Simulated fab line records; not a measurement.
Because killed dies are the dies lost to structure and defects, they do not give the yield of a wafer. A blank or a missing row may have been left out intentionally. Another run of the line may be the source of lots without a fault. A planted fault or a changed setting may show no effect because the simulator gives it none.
Struck lot and sound lot, side by side -- flow nand harc -- 12 steps out of a route of 1302
Sound: these wafers, L852.3, L852.5, L852.6. Struck: wafer L862.4. (L862.2 of the same lot was not struck and is left out.) The cause comes at the end.
Per side, at each step with rows, come the tool, then ch with its chambers, and then its first start. Under that, the readings that differ: sound wafers -- struck wafers -- difference of the means -- sigmas: that difference in standard deviations of wafers without a fault.
alike: a reading whose means differ by less than 2 such deviations, as well as words and numbers matching on both sides. not compared: withheld readings; readings where some wafer has no value; bounds like >300 that might hide an equal value; numbers whose values overlap and for which the record gives no deviation.
Wherever a step has rows on one side only, a row that says differs or no value, or a row with sigmas, the two part there. When numbers do not overlap yet have no deviation, they are printed without sigmas and do not part them. A reading that every wafer of one side lacks parts them only if that side has two wafers or more.

first, 1 step without rows for these wafers: NHARC_A_SLIT_SRD_20.
NHARC_A_SLIT_CD_MEAS_21:
  struck on cd sem-03, day 26 07:20; sound on cd sem-01, day 22 13:53
reading,sound,struck,difference,sigmas
cd nm (nm),287.3 289.8 288.4,290.4,+1.9,+2
then, 3 steps without rows for these wafers: NHARC_A_SIN_REMOVE_WET_00 (chemistry H3PO4, time 15300 s); NHARC_A_SIN_REMOVE_PRECLEAN_01 (cleans in SC1); NHARC_A_SIN_REMOVE_SRD_02.
NHARC_A_SIN_REMOVE_INSPECT_04:
  struck on defect inspect-02, day 26 13:35; sound on defect inspect-02, day 22 20:38
  alike: raw defect count
NHARC_A_WL_FILL_ALD_00: deposits Al2O3, target thk 3 nm, pulse time 3 s, ald cycles 30.
  sound on ald hk-02 ch 2,3, day 22 20:41; struck on ald hk-03 ch 1, day 26 13:39
  alike: heater power w, precursor pulse height rel, susceptor temp C
  not compared: since wet clean h
NHARC_A_WL_FILL_RTA_01: time 5 s.
  sound on rtp anneal-02 ch 0, day 22 21:01; struck on rtp anneal-01 ch 0, day 26 13:56
  alike: lamp power pct, lamp_zone_7_pct, wafer_temp_C_max
NHARC_A_WL_FILL_ALD_02: deposits TiN, target thk 2 nm, pulse time 3 s, ald cycles 100.
  sound on ald metal-04 ch 1,2,3, day 22 21:17; struck on ald metal-01 ch 0, day 26 14:12
  alike: heater power w, precursor pulse height rel, susceptor temp C
  not compared: since wet clean h
NHARC_A_WL_FILL_CVD_03: deposits W, target thk 40 nm, time 279 s.
  sound on cvd w-02 ch 0,1, day 22 21:43; struck on cvd w-01 ch 0, day 26 14:34
  alike: heater power w, susceptor temp C, throttle valve pct
  not compared: since wet clean h
NHARC_A_WL_FILL_ETCHBACK_04: etches the open film in NF3, target depth 60 nm, time 120 s.
  sound on rie metal-01 ch 0,1, day 22 22:03; struck on rie metal-01 ch 0, day 26 14:58
reading,sound,struck,difference,sigmas
run length s (s),141.3 140.9 141.8,102.5,-38.8,-73
  alike: drypump motor current A, oes product au
  not compared: rf hours counter h
NHARC_A_WL_FILL_ETCHBACK_05: etches the open film in Cl2/BCl3, target depth 22 nm, time 60 s.
  sound on rie metal-01 ch 0,1, day 22 22:15; struck on rie metal-01 ch 0, day 26 15:11
  alike: drypump motor current A, oes product au, run length s
  not compared: rf hours counter h

WHERE THEY PART
First at NHARC_A_SLIT_CD_MEAS_21; last, within this record, at NHARC_A_WL_FILL_ETCHBACK_04. Later steps at which nothing parts them and some readings are alike: NHARC_A_WL_FILL_ETCHBACK_05.

WHY: the cause the simulator had injected
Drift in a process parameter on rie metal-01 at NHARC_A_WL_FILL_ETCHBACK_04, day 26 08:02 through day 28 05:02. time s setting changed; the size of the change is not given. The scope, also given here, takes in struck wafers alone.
